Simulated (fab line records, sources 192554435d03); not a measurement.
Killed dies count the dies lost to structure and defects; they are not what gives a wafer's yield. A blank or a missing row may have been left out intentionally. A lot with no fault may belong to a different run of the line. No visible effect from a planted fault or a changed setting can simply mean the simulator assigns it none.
fab line records	flow n5_finfet
[record] lots = 7	wafers = 18	last_day = 17
route steps=1938 shown BEOL_M12@1631 PASSIVATION@1936
lots with no fault: from the same line, run without faults
start_h: hours from the record's first day to the start of the lot's first wafer shown	wait_h: hours elapsed since this lot's preceding step	" as in the row above	L1.1+2: one row covering several wafers at once	- value missing, or start not given	* or withheld: withheld	< > ~ a bound
route shown NAME@n: a module of which the file shows steps, and the number in the route of the first	usual: mean and standard deviation over wafers with no fault	same: alike in all rows	chamber/n: place in a boat	sites: the reading at each site	_std_site: how widely they spread, as a standard deviation	_edge_site: outer sites' mean less inner sites'	radius_mm: for every site, how far away it sits from the centre of the wafer	mask NAME#n: copy n	behind: the last tool/chamber to shape the wafer	hold: what put the lot on hold/how long, in hours/how the hold closed	device: which transistor (n, p or np) failed to switch	end of line: the same wafers' tests at the end of the route	for a step that has no rows: nothing shown but its recipe	killed: dies that structure and defects cost at the first sort, which is not the same as the wafer's yield	map: a wafer's dies, x killed, . not, _ none there
set.NAME: the setting as run; set.NAME@STEP: as run at that earlier step	model.NAME: the simulator's own value behind a step, which no gauge read
lots at some steps of the route; a table a step, a row a wafer
services: the hour from which a tool's chamber was out of use, counted from the record's first day as start_h (under 0 if before that day), plus the number of hours and why
[[steps]]
[step N5_BEOL_M12_HARDBAKE_32]
[recipe] temp_c = 130	time_s = 120
[step N5_BEOL_M12_CD_MEAS_28]
[recipe] target_cd_nm = 160.2	landing_energy_ev = 500	detector = se_inlens	polarity = opening
[usual] cd_nm = 159.0/1.3
lot.wafer	tool	chamber	start_h	wait_h	cd_nm
L734.1	cd_sem-02	0	238.26	-	160.8
L734.4	"	0	"	"	159.3
L734.6	"	0	"	"	159.4
L737.1	cd_sem-01	0	269.53	-	158.4
L737.2	"	0	"	"	160.2
L737.3	"	0	"	"	157.6
L742.2	cd_sem-01	0	306.42	-	161.2
L742.3	"	0	"	"	158.1
L744.2	cd_sem-01	0	310.18	-	157.6
L744.3	"	0	"	"	159.9
L743.3	cd_sem-02	0	320.36	-	158.5
L743.6	"	0	"	"	157.5
L751.3	cd_sem-01	0	370.53	-	157.7
L751.4	"	0	"	"	158.3
L751.5	"	0	"	"	157.9
L753.2	cd_sem-01	0	377.67	-	158.8
L753.3	"	0	"	"	157.7
L753.5	"	0	"	"	159.3
[step N5_BEOL_M12_OVL_MEAS_29]
[recipe] points_per_wafer = 44
[usual] M12_OVL = 0/4.9
lot.wafer	tool	chamber	start_h	wait_h	M12_OVL[nm]
L734.1	overlay-02	0	238.29	0.0	0
L734.4	"	0	"	"	-1
L734.6	"	0	"	"	-3
L737.1	overlay-01	0	269.56	0.0	-8
L737.2	"	0	"	"	-9
L737.3	"	0	"	"	-4
L742.2	overlay-02	0	306.45	0.0	-8
L742.3	"	0	"	"	5
L744.2	overlay-02	0	310.21	0.0	6
L744.3	"	0	"	"	-2
L743.3	overlay-01	0	320.39	0.0	2
L743.6	"	0	"	"	3
L751.3	overlay-02	0	370.56	0.0	-3
L751.4	"	0	"	"	1
L751.5	"	0	"	"	6
L753.2	overlay-01	0	377.71	0.0	3
L753.3	"	0	"	"	-2
L753.5	"	0	"	"	-1
[step N5_BEOL_M12_INSPECT_30]
[recipe] mode = adi	inspect_instrument = macro
[usual] raw_defect_count = 2.3/1.5
lot.wafer	tool	chamber	start_h	wait_h	raw_defect_count
L734.1	defect_inspect-01	-	238.32	0.0	4
L734.4	"	-	"	"	0
L734.6	"	-	"	"	3
L737.1	defect_inspect-02	-	269.58	0.0	2
L737.2	"	-	"	"	1
L737.3	"	-	"	"	2
L742.2	defect_inspect-01	-	306.48	0.0	3
L742.3	"	-	"	"	2
L744.2	defect_inspect-02	-	310.24	0.0	2
L744.3	"	-	"	"	3
L743.3	defect_inspect-01	-	320.42	0.0	3
L743.6	"	-	"	"	3
L751.3	defect_inspect-01	-	370.59	0.0	2
L751.4	"	-	"	"	3
L751.5	"	-	"	"	2
L753.2	defect_inspect-01	-	377.73	0.0	3
L753.3	"	-	"	"	2
L753.5	"	-	"	"	4
[step N5_BEOL_M12_DESCUM_33]
[recipe] chemistry = O2	time_s = 7.9	source_power_w = 50	bias_power_w = 20	pressure_mtorr = 20	rf_frequency_hz = 2.712e+07	temp_c = 40	o2_flow_sccm = 225
[step N5_BEOL_M12_ETCH_67]
[recipe] chemistry = CF4	target = SiARC	target_depth_a = 1430	time_s = 238.3	ion_energy_ev = 80	pressure_mtorr = 40	source_w = 545	bias_w = 36	Ar_flow_sccm = 100	cf4_flow_sccm = 100	ends = cleared
[usual] bias_w = 35.99/0.11	drypump_motor_current_A = 5.9/0.46	etch_rf_on_time_s = 237/6.1	oes_product_au = 0.70/0.092	rf_vpp_V = 184.3/1.2	showerhead_plenum_p_Torr = 2.16/0.072	throttle_valve_pct = 15.45/0.23
lot.wafer	tool	chamber	start_h	wait_h	bias_w	drypump_motor_current_A	etch_rf_on_time_s	oes_product_au	rf_hours_counter_h	rf_vpp_V	showerhead_plenum_p_Torr	throttle_valve_pct
L734.1	rie_diel-04	3	238.41	0.0	36.01	6.1	241	0.66	143	184.3	2.06	15.43
L734.4	"	2	"	"	36.01	6.4	237	0.59	-	184.1	2.10	15.97
L734.6	"	3	"	"	36.05	6.1	243	0.65	-	182.9	2.06	15.42
L737.1	rie_diel-04	1	269.65	0.0	35.85	6.0	233	0.83	1	185.8	2.18	15.04
L737.2	"	0	"	"	36.10	6.6	251	0.57	238	184.8	2.20	15.52
L737.3	"	3	"	"	35.96	6.0	243	0.66	152	182.1	2.06	15.44
L742.2	rie_diel-05	2	306.63	0.0	35.94	5.9	229	0.79	35	186.2	2.27	15.45
L742.3	"	1	"	"	36.06	5.0	245	0.57	244	184.2	2.11	15.58
L744.2	rie_diel-03	1	310.31	0.0	35.88	6.6	229	0.70	104	182.2	2.08	15.41
L744.3	"	0	"	"	35.91	5.4	244	0.58	236	183.5	2.12	15.79
L743.3	rie_diel-03	1	320.48	0.0	35.91	6.6	226	0.70	107	182.4	2.08	15.39
L743.6	"	2	"	"	35.94	6.0	234	0.79	-	184.6	2.18	15.70
L751.3	rie_diel-03	1	370.65	0.0	35.89	6.6	230	0.68	126	183.1	2.07	15.44
L751.4	"	2	"	"	35.93	6.0	237	0.76	-	184.9	2.17	15.72
L751.5	"	1	"	"	36.15	6.6	230	0.68	-	181.4	2.07	15.42
L753.2	rie_diel-05	1	378.05	0.0	36.19	5.0	245	0.77	11	183.4	2.11	15.13
L753.3	"	3	"	"	35.95	6.2	244	0.74	28	184.6	2.18	15.04
L753.5	"	3	"	"	36.15	6.1	248	0.74	-	185.2	2.18	15.06
[step N5_BEOL_M12_ETCH_68]
[recipe] chemistry = N2/H2	target = SOC	mask_material = SiARC	source_w = 3000	bias_w = 350	temp_c = 40	time_s = 285	ion_energy_ev = 200	pressure_mtorr = 30	n2_flow_sccm = 200	h2_flow_sccm = 200
[step N5_BEOL_M12_STRIP_69]
[recipe] chemistry = N2/H2	temp_c = 40	n2_flow_sccm = 200	h2_flow_sccm = 200	rf_frequency_hz = 6e+07
[step N5_BEOL_M12_TRENCH_ETCH_34]
[recipe] chemistry = C4F8/O2/Ar	target = SiOC	target_depth_a = 3189.5	mask_material = SOC	pressure_mtorr = 30	source_w = 3000	bias_w = 700	Ar_flow_sccm = 400	C4F8_flow_sccm = 15	O2_flow_sccm = 8	he_inner_torr = 15	he_outer_torr = 30	time_s = 125.5	ion_energy_ev = 250
[usual] O2_flow_sccm = 8.000/0.025	bias_w = 699.8/2.1	drypump_motor_current_A = 6.0/0.46	oes_product_au = 0.82/0.1	rf_vpp_V = 666/3.4	showerhead_plenum_p_Torr = 3.44/0.11	throttle_valve_pct = 24.01/0.27
lot.wafer	tool	chamber	start_h	wait_h	O2_flow_sccm	bias_w	drypump_motor_current_A	oes_product_au	rf_hours_counter_h	rf_vpp_V	showerhead_plenum_p_Torr	throttle_valve_pct
L734.1	rie_diel-04	3	238.74	0.0	7.997	698.9	6.1	0.77	143	661	3.30	24.01
L734.4	"	2	"	"	7.981	703.3	6.4	0.68	-	665	3.35	24.39
L734.6	"	3	"	"	8.016	698.2	6.1	0.77	-	662	3.30	23.99
L737.1	rie_diel-04	1	269.98	0.0	8.006	698.0	6.1	0.96	2	667	3.48	23.61
L737.2	"	0	"	"	7.977	699.8	6.6	0.67	238	667	3.50	23.95
L737.3	"	3	"	"	8.011	698.9	6.1	0.75	152	660	3.29	24.00
L742.2	rie_diel-05	2	306.95	0.0	7.959	700.6	6.0	0.91	35	671	3.60	24.04
L742.3	"	1	"	"	8.004	700.6	5.0	0.68	244	665	3.37	24.01
L744.2	rie_diel-03	1	310.63	0.0	8.023	702.5	6.6	0.80	104	662	3.32	23.95
L744.3	"	0	"	"	7.992	698.8	5.4	0.68	237	664	3.38	24.34
L743.3	rie_diel-03	1	320.81	0.0	8.002	700.5	6.6	0.79	107	662	3.32	23.96
L743.6	"	2	"	"	8.024	702.2	6.0	0.92	-	666	3.49	24.54
L751.3	rie_diel-03	1	370.98	0.0	8.005	699.4	6.6	0.78	127	662	3.31	23.98
L751.4	"	2	"	"	8.016	699.3	5.9	0.89	-	669	3.48	24.58
L751.5	"	1	"	"	8.003	701.1	6.6	0.78	-	661	3.31	23.99
L753.2	rie_diel-05	1	378.38	0.0	8.004	697.1	5.0	0.92	11	663	3.36	23.72
L753.3	"	3	"	"	7.979	699.0	6.1	0.87	28	667	3.47	23.62
L753.5	"	3	"	"	7.985	701.1	6.2	0.87	-	668	3.47	23.62
[step N5_BEOL_M12_STRIP_70]
[recipe] chemistry = C4F8/O2/Ar	resist = SiARC	rf_frequency_hz = 6e+07
[step N5_BEOL_M12_OCD_MEAS_35]
[usual] trench_depth_nm = 319/5
lot.wafer	tool	chamber	start_h	wait_h	trench_depth_nm
L734.1	ocd-01	-	238.89	0.0	316
L734.4	"	-	"	"	318
L734.6	"	-	"	"	314
L737.1	ocd-01	-	270.13	0.0	320
L737.2	"	-	"	"	312
L737.3	"	-	"	"	313
L742.2	ocd-02	-	307.11	0.0	324
L742.3	"	-	"	"	312
L744.2	ocd-01	-	310.79	0.0	318
L744.3	"	-	"	"	314
L743.3	ocd-01	-	320.97	0.0	316
L743.6	"	-	"	"	322
L751.3	ocd-02	-	371.14	0.0	323
L751.4	"	-	"	"	327
L751.5	"	-	"	"	323
L753.2	ocd-02	-	378.54	0.0	320
L753.3	"	-	"	"	312
L753.5	"	-	"	"	310
[step N5_BEOL_M12_STRIP_37]
[recipe] chemistry = N2/H2	power_w = 1000	temp_c = 250	h2_frac = 0.65	overash_fraction = 0.3	pressure_mtorr = withheld	n2_flow_sccm = 1750	h2_flow_sccm = 3250
[usual] drypump_motor_current_A = 5.8/0.64	heater_power_w = 319/25	oes_product_au = 0.791/0.011
lot.wafer	tool	chamber	start_h	wait_h	drypump_motor_current_A	heater_power_w	oes_product_au	rf_hours_counter_h
L734.1	plasma_asher-02	1	238.93	0.0	5.2	325	0.792	118
L734.4	"	0	"	"	6.7	327	0.802	-
L734.6	"	1	"	"	5.2	314	0.804	-
L737.1	plasma_asher-02	1	270.17	0.0	5.2	316	0.771	125
L737.2	"	0	"	"	6.7	330	0.796	125
L737.3	"	1	"	"	5.2	309	0.812	-
L742.2	plasma_asher-01	1	307.15	0.0	5.7	355	0.794	78
L742.3	"	0	"	"	5.3	279	0.809	-
L744.2	plasma_asher-01	1	310.83	0.0	5.8	360	0.773	79
L744.3	"	0	"	"	5.3	279	0.788	-
L743.3	plasma_asher-02	1	321.03	0.1	5.2	307	0.803	-
L743.6	"	0	"	"	6.7	328	0.788	-
L751.3	plasma_asher-01	1	371.20	0.1	5.8	361	0.787	-
L751.4	"	0	"	"	5.3	274	0.784	-
L751.5	"	0	"	"	5.3	282	0.795	-
L753.2	plasma_asher-01	0	378.58	0.0	5.3	283	0.776	83
L753.3	"	0	"	"	5.2	287	0.780	-
L753.5	"	0	"	"	5.3	285	0.796	-
[step N5_BEOL_M12_ETCH_38]
[recipe] chemistry = CF4/N2	target = SiCN	target_depth_a = 687	taper_deg = 2	time_s = 73.4	ion_energy_ev = 150	mask_material = SiO2	pressure_mtorr = 40	source_w = 430	bias_w = 70	Ar_flow_sccm = 100	cf4_flow_sccm = 60	n2_flow_sccm = 60
[usual] bias_w = 69.99/0.2	drypump_motor_current_A = 6.0/0.47	oes_product_au = 0.82/0.11	rf_vpp_V = 382.5/1.9	showerhead_plenum_p_Torr = 2.21/0.07	throttle_valve_pct = 15.30/0.25
lot.wafer	tool	chamber	start_h	wait_h	bias_w	drypump_motor_current_A	oes_product_au	rf_hours_counter_h	rf_vpp_V	showerhead_plenum_p_Torr	throttle_valve_pct	model.etch.depth_nm	model.SiOC_of_BEOL_M12_ILD_DEP_00.thk_nm
L734.1	rie_diel-05	1	241.30	-	69.85	5.0	0.68	217	382.3	2.18	15.37	56.01	606.6
L734.4	"	2	"	"	70.29	5.9	0.99	-	384.7	2.35	15.22	60.43	603.6
L734.6	"	3	"	"	69.71	6.2	0.67	-	383.9	2.26	15.37	57.02	607.6
L737.1	rie_diel-03	2	274.69	-	69.66	6.0	0.99	2	383.4	2.26	15.50	59.41	601
L737.2	"	1	"	"	70.34	6.6	0.83	91	382.2	2.15	15.19	61.05	597.4
L737.3	"	0	"	"	70.05	5.3	0.69	225	380.7	2.18	15.58	57.49	598
L742.2	rie_diel-03	2	307.24	-	70.02	6.0	0.75	13	382.5	2.25	15.52	40.85	621.2
L742.3	"	1	"	"	69.94	6.6	0.67	102	381.6	2.14	15.21	42.51	611.8
L744.2	rie_diel-03	1	312.95	-	70.09	6.6	0.65	105	380.8	2.14	15.22	41.83	619.4
L744.3	"	2	"	"	70.06	6.0	0.75	16	384.3	2.25	15.52	40.84	620.8
L743.3	rie_diel-03	3	326.47	-	70.00	5.5	0.66	92	382.1	2.16	15.52	41.25	633.8
L743.6	"	0	"	"	70.14	5.3	0.68	-	381.1	2.18	15.63	57.87	633.4
L751.3	rie_diel-05	1	372.18	-	69.80	5.0	0.90	9	381.6	2.17	14.95	58.15	608.2
L751.4	"	0	"	"	69.94	5.9	0.88	41	385.7	2.33	14.99	59.61	613.6
L751.5	"	0	"	"	69.95	5.9	0.88	-	384.5	2.33	14.99	59.06	620.4
L753.2	rie_diel-05	3	380.28	-	69.66	6.2	0.86	30	384.8	2.24	14.90	57.77	588.4
L753.3	"	2	"	"	70.48	5.9	0.88	62	385.8	2.33	15.33	60.54	598.8
L753.5	"	1	"	"	69.90	5.0	0.91	-	380.3	2.17	14.95	58.41	616.2
[step N5_BEOL_M12_PRECLEAN_39]
[recipe] chemistry = residue_remover	time_s = 60	temp_c = 40
[step N5_BEOL_M12_SRD_40]
[recipe] time_s = 30	temp_c = 23	rinse_liquid = diw	dry = n2_spin	spin_rpm = 1500	dry_time_s = 30
[step N5_BEOL_M12_DEGAS_41]
[recipe] ambient = vacuum	temp_c = 250	time_s = 60
[step N5_BEOL_M12_PRE_CLEAN_42]
[recipe] gas = H2/He	time_s = 30	temp_c = 250
[step N5_BEOL_M12_SPUTTER_43]
[recipe] material = TaN	target_thk_a = 150	temp_c = 50	bias_v = 168.6	power_w = 15000	chamber_pressure_pa = 0.12	time_s = 24.19
[usual] throttle_valve_pct = 29.8/1
lot.wafer	tool	chamber	start_h	wait_h	throttle_valve_pct
L734.1	pvd_sputter-02	-	241.81	0.0	30.4
L734.4	"	-	"	"	28.1
L734.6	"	-	"	"	28.8
L737.1	pvd_sputter-01	-	275.11	0.0	29.5
L737.2	"	-	"	"	30.5
L737.3	"	-	"	"	30.3
L742.2	pvd_sputter-01	-	307.64	0.0	30.6
L742.3	"	-	"	"	30.2
L744.2	pvd_sputter-03	-	313.53	0.0	32.0
L744.3	"	-	"	"	29.5
L743.3	pvd_sputter-01	-	326.84	0.0	30.6
L743.6	"	-	"	"	30.5
L751.3	pvd_sputter-03	-	372.45	0.0	29.9
L751.4	"	-	"	"	31.1
L751.5	"	-	"	"	32.1
L753.2	pvd_sputter-01	-	380.79	0.0	30.3
L753.3	"	-	"	"	29.3
L753.5	"	-	"	"	29.4
[step N5_BEOL_M12_SPUTTER_44]
[recipe] material = Ta	target_thk_a = 100	temp_c = 50	bias_v = 80	power_w = 15000	chamber_pressure_pa = 0.07	time_s = 16.13
[step N5_BEOL_M12_SPUTTER_45]
[recipe] material = Cu	target_thk_a = 800	temp_c = -20	bias_v = 60	power_w = 26000	chamber_pressure_pa = 0.13	time_s = 13.33
[step N5_BEOL_M12_ECD_47]
[recipe] material = Cu	target_thk_a = 7200
[step N5_BEOL_M12_ANNEAL_48]
[recipe] temp_c = 225	time_s = 90	ambient = N2
[usual] anneal_temp_c_max = 225.98/0.24	wafer_temp_C_max = 225.88/0.22
lot.wafer	tool	chamber	start_h	wait_h	anneal_temp_c_max	wafer_temp_C_max
L734.1	rtp_anneal-01	0	242.42	0.3	226.16	226.14
L734.4	"	0	"	"	226.26	226.00
L734.6	"	0	"	"	225.95	226.02
L737.1	rtp_anneal-01	0	275.54	0.1	225.81	225.73
L737.2	"	0	"	"	225.90	225.82
L737.3	"	0	"	"	225.66	225.97
L742.2	rtp_anneal-01	0	308.11	0.1	226.08	225.89
L742.3	"	0	"	"	225.98	225.96
L744.2	rtp_anneal-01	0	314.60	0.7	226.04	225.92
L744.3	"	0	"	"	226.02	225.59
L743.3	rtp_anneal-01	0	327.35	0.2	225.99	225.87
L743.6	"	0	"	"	225.81	226.07
L751.3	rtp_anneal-01	0	372.97	0.2	225.80	225.92
L751.4	"	0	"	"	225.93	225.79
L751.5	"	0	"	"	226.17	225.97
L753.2	rtp_anneal-02	0	381.25	0.1	225.64	225.87
L753.3	"	0	"	"	225.79	225.75
L753.5	"	0	"	"	225.98	226.13
[step N5_BEOL_M12_CMP_49]
[recipe] stop_on = SiOC	t_overpolish_s = 20.6	down_force_psi = 1	platen_rpm = 50	clearing_platen_down_force_psi = 1.5	clearing_platen_rpm = 50	post_cmp_clean = cu_alkaline	target_thk_nm = 320	clearing_platen_pad_velocity_m_s = 0.99484	pad_velocity_m_s = 0.99484
[usual] barrier_field_endpoint_s = 30.7/0.8	clearing_platen_down_force_psi = 1.5001/0.003	motor_current_A = 6.3/0.57	overpolish_run_s = 20.600/0.0084	slurry_flow_ml_min = 150.0/0.46
lot.wafer	tool	chamber	start_h	wait_h	barrier_field_endpoint_s	clearing_platen_down_force_psi	motor_current_A	overpolish_run_s	slurry_flow_ml_min	model.SiOC_of_BEOL_M12_ILD_DEP_00.thk_nm
L734.1	cmp-02	2	242.77	0.3	30.8	1.4981	6.9	20.594	150.2	596.6
L734.4	"	3	"	"	30.6	1.5006	6.0	20.607	149.1	593.6
L734.6	"	2	"	"	30.8	1.5000	7.0	20.607	150.2	597.6
L737.2	cmp-01	0	275.83	0.2	32.3	1.5018	5.8	20.612	149.7	587.4
L737.1	"	1	"	"	32.2	1.4927	5.3	20.607	150.4	591
L737.3	"	3	"	"	30.4	1.4997	5.6	20.603	150.3	588
L742.3	cmp-02	2	308.36	0.2	30.2	1.4989	6.8	20.607	149.8	601.8
L742.2	"	1	"	"	31.2	1.5002	6.0	20.596	150.0	611.2
L744.2	cmp-01	1	314.93	0.3	30.8	1.5002	5.3	20.599	150.1	609.4
L744.3	"	2	"	"	30.3	1.5010	6.0	20.603	149.5	610.8
L743.3	cmp-04	1	327.67	0.3	32.0	1.4985	6.3	20.598	150.5	623.8
L743.6	"	2	"	"	31.9	1.5001	6.4	20.600	149.9	623.4
L751.3	cmp-02	3	373.25	0.2	29.4	1.4957	6.4	20.604	150.5	598.2
L751.4	"	0	"	"	29.9	1.4955	7.3	20.598	150.7	603.6
L751.5	"	1	"	"	30.4	1.4992	6.2	20.596	150.3	610.4
L753.2	cmp-01	2	381.51	0.2	32.0	1.5010	5.6	20.604	149.9	578.4
L753.3	"	1	"	"	32.5	1.5037	5.2	20.592	149.7	588.8
L753.5	"	2	"	"	32.3	1.5000	5.9	20.613	150.6	606.2
[step N5_BEOL_M12_THK_MEAS_50]
[recipe] thk_meas_gauge = xrf	reads = Cu_of_BEOL_M12_ECD_47
[usual] M12_THK = 324/5.3
lot.wafer	tool	chamber	start_h	wait_h	M12_THK[nm]
L734.1	film_metro-01	-	243.02	-	323
L734.4	"	-	"	"	325
L734.6	"	-	"	"	323
L737.1	film_metro-01	-	276.13	-	325
L737.2	"	-	"	"	315
L737.3	"	-	"	"	317
L742.2	film_metro-02	-	308.66	-	330
L742.3	"	-	"	"	318
L744.2	film_metro-01	-	315.15	-	328
L744.3	"	-	"	"	322
L743.3	film_metro-02	-	327.85	-	322
L743.6	"	-	"	"	328
L751.3	film_metro-01	-	373.47	-	325
L751.4	"	-	"	"	330
L751.5	"	-	"	"	327
L753.2	film_metro-01	-	381.80	-	327
L753.3	"	-	"	"	319
L753.5	"	-	"	"	316
[step N5_PASSIVATION_PROBE_49]
[usual] defect_limited_yield = 91.1/1.4	killed_at_M0_to_M3 = 34/11	killed_at_M4_up = 14/5.7	killed_at_contacts = 14/6.9	killed_at_front_end = 40/11	killed_at_other = 4/3.1	killed_dies = 105/17	killed_open = 70/13	killed_short = 34/7.6	sort_bin_5_function = 5.3/0.95	sort_bin_6_memory = 3.3/0.64	sort_n_pass = 1075/17	sort_yield_pct = 91.1/1.4
[same] gross_dies = 1180	killed_at_back_side = 0	sort_bin_4_leakage[%] = 0	sort_bin_8_speed[%] = 0
lot.wafer	tool	chamber	start_h	wait_h	defect_limited_yield[%]	killed_at_M0_to_M3	killed_at_M4_up	killed_at_contacts	killed_at_front_end	killed_at_other	killed_dies	killed_open	killed_short	sort_bin_5_function[%]	sort_bin_6_memory[%]	sort_n_pass	sort_yield_pct[%]
L737.1	prober-01	-	309.04	0.0	88.6	42	14	15	64	0	135	84	50	7.0	3.9	1045	88.6
L742.2	prober-01	-	343.54	0.1	91.4	41	10	13	37	1	102	62	39	4.7	3.2	1078	91.4
L742.3	prober-01	-	343.59	0.1	91.9	34	11	23	22	6	96	59	35	4.5	3.5	1084	91.9
L744.2	prober-01	-	348.45	0.3	92.4	26	18	8	37	1	90	59	31	4.1	3.1	1090	92.4
L744.3	prober-01	-	348.50	0.3	90.6	31	14	9	54	3	111	75	36	6.1	2.9	1069	90.6
L751.3	prober-02	-	409.73	0.1	88.9	78	11	8	28	6	131	87	43	6.1	4.4	1049	88.9
L751.4	prober-02	-	409.78	0.2	92.4	42	13	5	29	1	90	54	33	4.6	3.0	1090	92.4
L751.5	prober-02	-	409.83	0.2	89.2	66	10	4	38	9	127	79	47	6.1	4.2	1053	89.2
// killed by level:class
L737.1 FIN_SAQP:geometric_particle:open=21 FIN_SAQP:geometric_particle:short=18 BEOL_M0_SAQP:geometric_particle:open=16 MOL_CONTACT_COAG:geometric_particle:open=11 BEOL_M0_SAQP:geometric_particle:short=11 DUMMY_GATE:geometric_particle:open=6 BEOL_M7:geometric_particle:open=4 MOL_CONTACT_COAG:geometric_particle:short=4
L742.2 BEOL_M3:geometric_particle:open=12 MOL_CONTACT_COAG:geometric_particle:open=10 BEOL_M0_SAQP:geometric_particle:short=10 BEOL_M0_SAQP:geometric_particle:open=8 GATE_CUT:geometric_particle:short=7 STI_FIN_REVEAL:geometric_particle:open=6 DUMMY_GATE:geometric_particle:open=4 BEOL_M2:geometric_particle:open=4
L742.3 MOL_CONTACT_COAG:geometric_particle:open=18 BEOL_M0_SAQP:geometric_particle:short=9 BEOL_M3:geometric_particle:open=8 BEOL_M4:geometric_particle:open=8 BEOL_M0_SAQP:geometric_particle:open=7 GATE_CUT:geometric_particle:short=6 FIN_SAQP:geometric_particle:short=5 MOL_CONTACT_COAG:geometric_particle:short=5
L744.2 STI_FIN_REVEAL:geometric_particle:open=11 BEOL_M0_SAQP:geometric_particle:short=8 MOL_CONTACT_COAG:geometric_particle:open=7 BEOL_M4:geometric_particle:open=6 FIN_SAQP:geometric_particle:short=4 BEOL_M0:geometric_particle:open=4 BEOL_M3:geometric_particle:open=4 FIN_CUT:geometric_particle:open=3
L744.3 STI_FIN_REVEAL:geometric_particle:open=24 BEOL_M0_SAQP:geometric_particle:short=10 MOL_CONTACT_COAG:geometric_particle:open=6 BEOL_M0_SAQP:geometric_particle:open=6 STI_FIN_REVEAL:geometric_particle:short=5 BEOL_M2:geometric_particle:open=5 BEOL_M4:geometric_particle:open=5 FIN_SAQP:geometric_particle:open=4
L751.3 BEOL_M0_SAQP:geometric_particle:open=23 BEOL_M0_SAQP:geometric_particle:short=21 BEOL_M1:geometric_particle:open=12 BEOL_M3:geometric_particle:open=10 BEOL_M2:geometric_particle:open=8 MOL_CONTACT_COAG:geometric_particle:open=6 STI_FIN_REVEAL:geometric_particle:open=5 GATE_CUT:geometric_particle:short=5
L751.4 BEOL_M1:geometric_particle:open=12 BEOL_M0_SAQP:geometric_particle:short=11 BEOL_M0_SAQP:geometric_particle:open=10 STI_FIN_REVEAL:geometric_particle:open=5 MOL_CONTACT_COAG:geometric_particle:open=5 STARTING-WAFER:geometric_particle:short=4 BEOL_M0:geometric_particle:open=3 BEOL_M1:geometric_particle:short=3
L751.5 BEOL_M1:geometric_particle:open=19 BEOL_M0_SAQP:geometric_particle:short=15 STI_FIN_REVEAL:geometric_particle:open=13 BEOL_M0_SAQP:geometric_particle:open=10 BEOL_M2:geometric_particle:open=10 FIN_SAQP:geometric_particle:short=6 STI_FIN_REVEAL:geometric_particle:short=5 BEOL_M4:geometric_particle:open=4
[[services]]
tool	chamber	start_h	hours	kind
cmp-02	-	216.64	14.7	repair
cmp-04	-	218.55	3.3	repair
rie_diel-04	-	223.43	2.3	repair
cmp-01	-	225.54	12.0	repair
cmp-04	-	229.50	0.2	repair
cmp-04	-	231.14	4.0	pm
pvd_sputter-03	-	235.09	39.9	repair
rie_diel-03	1	242.80	8.4	repair
cmp-02	-	248.48	4.0	pm
rie_diel-04	3	254.77	12.9	repair
cmp-02	-	259.60	0.7	repair
plasma_asher-01	-	268.23	6.7	repair
cmp-04	-	291.07	1.2	repair
cmp-01	-	295.21	4.1	pm
rie_diel-03	3	308.90	6.4	repair
cmp-04	-	309.07	2.0	repair
rtp_anneal-02	-	313.88	7.3	pm
plasma_asher-01	-	318.38	48.9	repair
rie_diel-04	3	323.50	7.8	repair
cmp-01	-	324.88	0.4	repair
rie_diel-04	0	329.44	10.8	repair
rie_diel-03	0	331.16	12.6	repair
cmp-01	-	361.87	4.0	pm
cmp-02	-	364.66	1.8	repair
[[key]]
first_sign none at tools or gauges
[model_effect] step = N5_BEOL_M12_ETCH_38	value = etch.depth_nm	without = 60.26	struck = 41.46
[model_effect] step = N5_BEOL_M12_CMP_49	value = SiOC_of_BEOL_M12_ILD_DEP_00.thk_nm	without = 595.7	struck = 611.4
met_at N5_BEOL_M12_ETCH_38
struck_wafers L742.2,L742.3,L743.3,L744.2,L744.3
onset_between 274.69 307.24
[fault] kind = process_parameter_drift	tool = rie_diel-03	chamber = -	onset_h = 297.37	steps = N5_BEOL_M12_ETCH_38	channel = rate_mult	offset = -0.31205	shape = step	end_h = 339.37	scope = struck_wafers_only
